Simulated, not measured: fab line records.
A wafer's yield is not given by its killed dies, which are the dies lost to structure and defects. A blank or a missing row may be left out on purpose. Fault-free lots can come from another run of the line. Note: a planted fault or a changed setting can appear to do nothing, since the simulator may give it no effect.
Split-lot trial    flow n5_finfet    on a route of 1938 steps: 7 lots, 21 wafers read

== ABOUT THE SPLIT ==
At N5_BEOL_M1_ETCH_64 (etches SOC in N2/H2, target depth 75 nm, overetch 15 nm, time 112.5 s), the setting time_s was moved away from the recipe's 112.5 s on 6 of the 21 wafers read, by -21.9% to +14.6%. For the rest of the wafers, this setting stayed at what the recipe calls for.

The split's own step is where the reading is taken.

== THE READING ==
SiARC_of_BEOL_M1_COAT_62.thk_nm (the simulator's own value, which no gauge read), in nm, at N5_BEOL_M1_ETCH_64 (etches SOC in N2/H2, target depth 75 nm, overetch 15 nm, time 112.5 s). There is no usual value for it anywhere in the file. Average 6.9 nm, standard deviation 0.24 nm, over the 15 wafers here run with the recipe.

wafer   tool, chamber at the split  time_s as run, s  against the recipe  SiARC_of_BEOL_M1_COAT_62.thk_nm, nm  against lot-mates on the recipe
L075.1  rie_diel-03, 2              112.5             recipe              6.8                                  -
L075.2  rie_diel-03, 3              112.5             recipe              7.2                                  -
L075.5  rie_diel-03, 3              112.5             recipe              7.2                                  -
L078.1  rie_diel-01, 3,1            112.5             recipe              6.6                                  -
L078.5  rie_diel-01, 3,1            112.5             recipe              6.6                                  -
L078.2  rie_diel-01, 1              112.5             recipe              6.8                                  -
L079.2  rie_diel-01, 0,3            112.5             recipe              6.6                                  -
L079.3  rie_diel-01, 0,3            112.5             recipe              6.6                                  -
L079.4  rie_diel-01, 2              112.5             recipe              7                                    -
L085.1  rie_diel-02, 3              94.02             -16.4%              7.6                                  +0.7
L085.5  rie_diel-02, 0              112.5             recipe              6.8                                  -
L085.6  rie_diel-02, 1              112.5             recipe              7                                    -
L090.2  rie_diel-01, 2              119.5             +6.2%               6.6                                  no lot-mate on the recipe
L090.5  rie_diel-01, 2              119.5             +6.2%               6.6                                  no lot-mate on the recipe
L090.6  rie_diel-01, 1              119.5             +6.2%               6.2                                  no lot-mate on the recipe
L096.1  rie_diel-02, 1              128.9             +14.6%              6.2                                  -0.6
L096.4  rie_diel-02, 0              112.5             recipe              6.8                                  -
L096.6  rie_diel-02, 0              112.5             recipe              6.8                                  -
L097.1  rie_diel-03, 2              112.5             recipe              6.8                                  -
L097.2  rie_diel-03, 3              87.81             -21.9%              8.4                                  +1.3
L097.4  rie_diel-03, 3              112.5             recipe              7.4                                  -
The file does not say which wafer passed through which chamber wherever a row lists several chambers: such a row stands for several wafers.

FIT RESULTS
A straight line over all 21 wafers: SiARC_of_BEOL_M1_COAT_62.thk_nm changes by -0.0582 nm for each +1% of time_s; r = -0.88; the points scatter about the line by 0.24 nm.
The same after taking each lot's own level away (the mean of its wafers on the recipe; 18 wafers): -0.0503 nm for each +1%; r = -0.91; scatter 0.18 nm.
The reading moves by 1.1 nm for the largest change in time_s, on that fit.
The lots' own levels span 6.67 to 7.10 nm, that is 1.8 times the standard deviation above.
Hence the slope depends on the lot-to-lot level, as the two fits are not the same.
Check: +0.922 nm against its lot-mates is what the line predicts for one of the wafers moved furthest among these (-21.9%) when that wafer is left out of the fit. It came out at +1.3 nm against them.

== THESE WAFERS: OTHER SPLITS ==
Other splits were also applied to these wafers ahead of the reading. Each is held against what the fit with the lots' levels taken away leaves over:
other split on the same wafers             wafers away from the commonest value  r with SiARC_of_BEOL_M1_COAT_62.thk_nm (lot level and that fit taken away)
N5_BEOL_M0_SAQP_SPACER1_ALD_98 ald_cycles  9                                     +0.12
N5_BEOL_M0_SPUTTER_116 time_s              8                                     -0.06
N5_BEOL_M1_COAT_05 spin_rpm                5                                     +0.04

== FILE'S OWN FIT ==
SiARC_of_BEOL_M1_COAT_62.thk_nm changes by -0.0506 nm for each +1% of time_s, r = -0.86.
